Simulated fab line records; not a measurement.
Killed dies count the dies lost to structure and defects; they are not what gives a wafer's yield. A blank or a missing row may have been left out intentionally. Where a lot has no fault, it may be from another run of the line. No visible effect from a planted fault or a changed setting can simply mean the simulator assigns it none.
Split-lot trial | flow n5Finfet | 21 wafers read from 7 lots, route of 1938 steps

ABOUT THE SPLIT
At N5_BEOL_M12_ETCH_68 (etches SOC in N2/H2, time 285 s), the setting timeS was moved away from the recipe's 285 s on 7 of the 21 wafers read, by -20.6% to +22.4%. All remaining wafers had this setting at the recipe value.

The reading comes from the split's own step.

THE READING
SiARC_of_BEOL_M12_COAT_66.thkNm (the simulator's own value, which no gauge read), in nm, at N5_BEOL_M12_ETCH_68 (etches SOC in N2/H2, time 285 s). The file does not state a usual value for it. The 14 wafers here that ran the recipe average 85.9 nm, standard deviation 0.47 nm.

wafer  | tool, chamber at the split | timeS as run, s | against the recipe | SiARC_of_BEOL_M12_COAT_66.thkNm, nm | against lot-mates on the recipe
L078.2 | rieDiel-03, 3              | 285             | recipe             | 85.4                                | -
L078.4 | rieDiel-03, 1              | 285             | recipe             | 86                                  | -
L078.5 | rieDiel-03, 0              | 285             | recipe             | 85.8                                | -
L082.3 | rieDiel-03, 0              | 332.4           | +16.6%             | 82.8                                | no lot-mate on the recipe
L082.4 | rieDiel-03, 1              | 332.4           | +16.6%             | 82                                  | no lot-mate on the recipe
L082.5 | rieDiel-03, 0              | 332.4           | +16.6%             | 82.6                                | no lot-mate on the recipe
L087.2 | rieDiel-05, 2              | 285             | recipe             | 85.8                                | -
L087.3 | rieDiel-05, 3              | 285             | recipe             | 85                                  | -
L087.6 | rieDiel-05, 1              | 260.9           | -8.5%              | 88.2                                | +2.8
L089.2 | rieDiel-03, 2              | 285             | recipe             | 86.6                                | -
L089.3 | rieDiel-03, 3              | 285             | recipe             | 85.4                                | -
L089.5 | rieDiel-03, 0              | 285             | recipe             | 86.4                                | -
L088.1 | rieDiel-01, 3              | 348.9           | +22.4%             | 79.8                                | -6.2
L088.2 | rieDiel-01, 0              | 348.9           | +22.4%             | 80.6                                | -5.4
L088.3 | rieDiel-01, 2              | 285             | recipe             | 86                                  | -
L092.1 | rieDiel-05, 2              | 285             | recipe             | 86                                  | -
L092.5 | rieDiel-05, 2              | 285             | recipe             | 86                                  | -
L092.2 | rieDiel-05, 3              | 285             | recipe             | 85.4                                | -
L095.1 | rieDiel-05, 2              | 285             | recipe             | 86.4                                | -
L095.4 | rieDiel-05, 2              | 285             | recipe             | 86.6                                | -
L095.6 | rieDiel-05, 3              | 226.3           | -20.6%             | 90.6                                | +4.1

THE FIT
A straight line over all 21 wafers: SiARC_of_BEOL_M12_COAT_66.thkNm changes by -0.234 nm for each +1% of timeS; r = -0.98; the points scatter about the line by 0.51 nm.
The same after taking each lot's own level away (the mean of its wafers on the recipe; 18 wafers): -0.245 nm for each +1%; r = -0.98; scatter 0.47 nm.
According to that fit, moving timeS by its largest amount changes the reading by 5.5 nm.
Across the lots, their own levels run from 85.40 to 86.50 nm, a range of 2.3 times the standard deviation given above.
Consequently the slope shifts little with the lot-to-lot level, the two slopes agreeing.
Check: for one of the wafers moved furthest among these (+22.4%), held out of the fit, the line's prediction against its lot-mates is -5.15 nm. It came out at -6.2 nm against them.

OTHER SPLITS ON THESE WAFERS
Before the reading, these wafers also passed through other splits. Each is held against what the fit with the lots' levels taken away leaves over:
other split on the same wafers | wafers away from the commonest value | r with SiARC_of_BEOL_M12_COAT_66.thkNm (lot level and that fit taken away)
N5_BEOL_M7_ILD_DEP_00 timeS    | 8                                    | +0.02
N5_BEOL_M7_ETCH_41 sourceW     | 9                                    | -0.20
N5_BEOL_M9_ILD_DEP_00 timeS    | 7                                    | -0.07
N5_BEOL_M10_COAT_22 spinRpm    | 8                                    | +0.14
N5_BEOL_M10_EXPOSE_25 doseMj   | 9                                    | +0.26
N5_BEOL_M11_EXPOSE_25 doseMj   | 7                                    | -0.13
N5_BEOL_M11_VIA_ETCH_34 timeS  | 8                                    | -0.41

THE FILE'S OWN FIT
SiARC_of_BEOL_M12_COAT_66.thkNm changes by -0.239 nm for each +1% of timeS, r = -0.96.
